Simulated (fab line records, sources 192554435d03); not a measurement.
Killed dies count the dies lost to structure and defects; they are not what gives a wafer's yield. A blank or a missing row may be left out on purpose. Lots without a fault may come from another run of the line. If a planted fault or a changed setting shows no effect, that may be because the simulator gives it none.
Split-lot trial :: flow n5-finfet :: on a route of 1938 steps: 7 lots, 21 wafers read

## THE SPLIT
At N5_BEOL_M3_COAT_22 (resist thk 30 nm), the setting spin-rpm was moved away from the recipe's 1500 rpm on 8 of the 21 wafers read, by -6.6% to +10.6%. For the rest of the wafers, this setting stayed at what the recipe calls for.

## FROM THE SPLIT TO THE READING: what the file shows between them, 5 steps
- N5_BEOL_M3_EBR_24
- N5_BEOL_M3_SOFTBAKE_23: time 60 s
- N5_BEOL_M3_EXPOSE_25: exposes mask V2, defocus 5 nm
- N5_BEOL_M3_PEB_26: peb time 60 s
- N5_BEOL_M3_DEVELOP_27: develop time 30 s

## THE READING
CAR-EUV_of_BEOL_M3_COAT_22.thk-nm (the simulator's own value, which no gauge read), in nm, at N5_BEOL_M3_DESCUM_33 (chemistry O2, time 7 s). No usual value for it is given in the file. The 13 wafers here that ran the recipe average 26.1 nm, standard deviation 0.1 nm.

wafer: L078.1
tool, chamber at the split: litho-track-03, 0
spin-rpm as run, rpm: 1500
against the recipe: recipe
CAR-EUV_of_BEOL_M3_COAT_22.thk-nm, nm: 26
against lot-mates on the recipe: -

wafer: L078.3
tool, chamber at the split: litho-track-03, 0
spin-rpm as run, rpm: 1500
against the recipe: recipe
CAR-EUV_of_BEOL_M3_COAT_22.thk-nm, nm: 26
against lot-mates on the recipe: -

wafer: L078.5
tool, chamber at the split: litho-track-03, 0
spin-rpm as run, rpm: 1500
against the recipe: recipe
CAR-EUV_of_BEOL_M3_COAT_22.thk-nm, nm: 26.2
against lot-mates on the recipe: -

wafer: L077.1
tool, chamber at the split: litho-track-01, 0
spin-rpm as run, rpm: 1402
against the recipe: -6.5%
CAR-EUV_of_BEOL_M3_COAT_22.thk-nm, nm: 27.2
against lot-mates on the recipe: +1.0

wafer: L077.6
tool, chamber at the split: litho-track-01, 0
spin-rpm as run, rpm: 1402
against the recipe: -6.5%
CAR-EUV_of_BEOL_M3_COAT_22.thk-nm, nm: 27.2
against lot-mates on the recipe: +1.0

wafer: L077.3
tool, chamber at the split: litho-track-01, 0
spin-rpm as run, rpm: 1500
against the recipe: recipe
CAR-EUV_of_BEOL_M3_COAT_22.thk-nm, nm: 26.2
against lot-mates on the recipe: -

wafer: L079.1
tool, chamber at the split: litho-track-04, 0
spin-rpm as run, rpm: 1500
against the recipe: recipe
CAR-EUV_of_BEOL_M3_COAT_22.thk-nm, nm: 26
against lot-mates on the recipe: -

wafer: L079.4
tool, chamber at the split: litho-track-04, 0
spin-rpm as run, rpm: 1401
against the recipe: -6.6%
CAR-EUV_of_BEOL_M3_COAT_22.thk-nm, nm: 27.2
against lot-mates on the recipe: +1.2

wafer: L079.5
tool, chamber at the split: litho-track-04, 0
spin-rpm as run, rpm: 1401
against the recipe: -6.6%
CAR-EUV_of_BEOL_M3_COAT_22.thk-nm, nm: 27.2
against lot-mates on the recipe: +1.2

wafer: L088.1
tool, chamber at the split: litho-track-01, 0
spin-rpm as run, rpm: 1500
against the recipe: recipe
CAR-EUV_of_BEOL_M3_COAT_22.thk-nm, nm: 26.2
against lot-mates on the recipe: -

wafer: L088.2
tool, chamber at the split: litho-track-01, 0
spin-rpm as run, rpm: 1500
against the recipe: recipe
CAR-EUV_of_BEOL_M3_COAT_22.thk-nm, nm: 26
against lot-mates on the recipe: -

wafer: L088.5
tool, chamber at the split: litho-track-01, 0
spin-rpm as run, rpm: 1500
against the recipe: recipe
CAR-EUV_of_BEOL_M3_COAT_22.thk-nm, nm: 26
against lot-mates on the recipe: -

wafer: L089.3
tool, chamber at the split: litho-track-03, 0
spin-rpm as run, rpm: 1500
against the recipe: recipe
CAR-EUV_of_BEOL_M3_COAT_22.thk-nm, nm: 26.2
against lot-mates on the recipe: -

wafer: L089.4
tool, chamber at the split: litho-track-03, 0
spin-rpm as run, rpm: 1500
against the recipe: recipe
CAR-EUV_of_BEOL_M3_COAT_22.thk-nm, nm: 26.2
against lot-mates on the recipe: -

wafer: L089.5
tool, chamber at the split: litho-track-03, 0
spin-rpm as run, rpm: 1500
against the recipe: recipe
CAR-EUV_of_BEOL_M3_COAT_22.thk-nm, nm: 26.2
against lot-mates on the recipe: -

wafer: L090.1
tool, chamber at the split: litho-track-01, 0
spin-rpm as run, rpm: 1500
against the recipe: recipe
CAR-EUV_of_BEOL_M3_COAT_22.thk-nm, nm: 26.2
against lot-mates on the recipe: -

wafer: L090.5
tool, chamber at the split: litho-track-01, 0
spin-rpm as run, rpm: 1659
against the recipe: +10.6%
CAR-EUV_of_BEOL_M3_COAT_22.thk-nm, nm: 24.6
against lot-mates on the recipe: -1.6

wafer: L090.6
tool, chamber at the split: litho-track-01, 0
spin-rpm as run, rpm: 1659
against the recipe: +10.6%
CAR-EUV_of_BEOL_M3_COAT_22.thk-nm, nm: 24.6
against lot-mates on the recipe: -1.6

wafer: L097.3
tool, chamber at the split: litho-track-04, 0
spin-rpm as run, rpm: 1576
against the recipe: +5.1%
CAR-EUV_of_BEOL_M3_COAT_22.thk-nm, nm: 25.4
against lot-mates on the recipe: -0.6

wafer: L097.4
tool, chamber at the split: litho-track-04, 0
spin-rpm as run, rpm: 1500
against the recipe: recipe
CAR-EUV_of_BEOL_M3_COAT_22.thk-nm, nm: 26
against lot-mates on the recipe: -

wafer: L097.5
tool, chamber at the split: litho-track-04, 0
spin-rpm as run, rpm: 1576
against the recipe: +5.1%
CAR-EUV_of_BEOL_M3_COAT_22.thk-nm, nm: 25.2
against lot-mates on the recipe: -0.8

THE FIT
A straight line over all 21 wafers: CAR-EUV_of_BEOL_M3_COAT_22.thk-nm changes by -0.154 nm for each +1% of spin-rpm; r = -0.99; the points scatter about the line by 0.1 nm.
The same after taking each lot's own level away (the mean of its wafers on the recipe; 21 wafers): -0.156 nm for each +1%; r = -0.99; scatter 0.085 nm.
That fit puts the effect of the largest move of spin-rpm on the reading at 1.7 nm.
From 26.00 to 26.20 nm: that is the span of the lots' own levels, equal to 2.0 times the standard deviation above.
The two slopes agree, so the slope changes little with the lot-to-lot level.
Check: for one of the wafers moved furthest among these (+10.6%), held out of the fit, the line's prediction against its lot-mates is -1.64 nm. Against them it came out at -1.6 nm.

## OTHER SPLITS ON THESE WAFERS
Before the reading, these wafers also passed through other splits. Each is held against what the fit with the lots' levels taken away leaves over:
other split on the same wafers: N5_BEOL_M2_DESCUM_16 time-s
wafers away from the commonest value: 6
r with CAR-EUV_of_BEOL_M3_COAT_22.thk-nm (lot level and that fit taken away): +0.40

other split on the same wafers: N5_BEOL_M2_ETCH_74 source-w
wafers away from the commonest value: 6
r with CAR-EUV_of_BEOL_M3_COAT_22.thk-nm (lot level and that fit taken away): +0.14

other split on the same wafers: N5_BEOL_M3_COAT_68 spin-rpm
wafers away from the commonest value: 9
r with CAR-EUV_of_BEOL_M3_COAT_22.thk-nm (lot level and that fit taken away): -0.03

## THE WHOLE CHAIN: every reading that the file lists as answering this split, in the file's order
step: N5_BEOL_M3_COAT_22
what it does: resist thk 30 nm
reading: CAR-EUV_of_BEOL_M3_COAT_22.thk-nm (the simulator's own value, which no gauge read)
change (the file's fit): -0.149 nm for each +1% of the setting
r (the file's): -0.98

step: N5_BEOL_M3_DEVELOP_27
what it does: develop time 30 s
reading: CAR-EUV_of_BEOL_M3_COAT_22.thk-nm (the simulator's own value, which no gauge read)
change (the file's fit): -0.143 nm for each +1% of the setting
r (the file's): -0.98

step: N5_BEOL_M3_DESCUM_33
what it does: chemistry O2, time 7 s
reading: CAR-EUV_of_BEOL_M3_COAT_22.thk-nm (the simulator's own value, which no gauge read)
change (the file's fit): -0.156 nm for each +1% of the setting
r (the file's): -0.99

## THE FILE'S OWN FIT
CAR-EUV_of_BEOL_M3_COAT_22.thk-nm changes by -0.156 nm for each +1% of spin-rpm, r = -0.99.
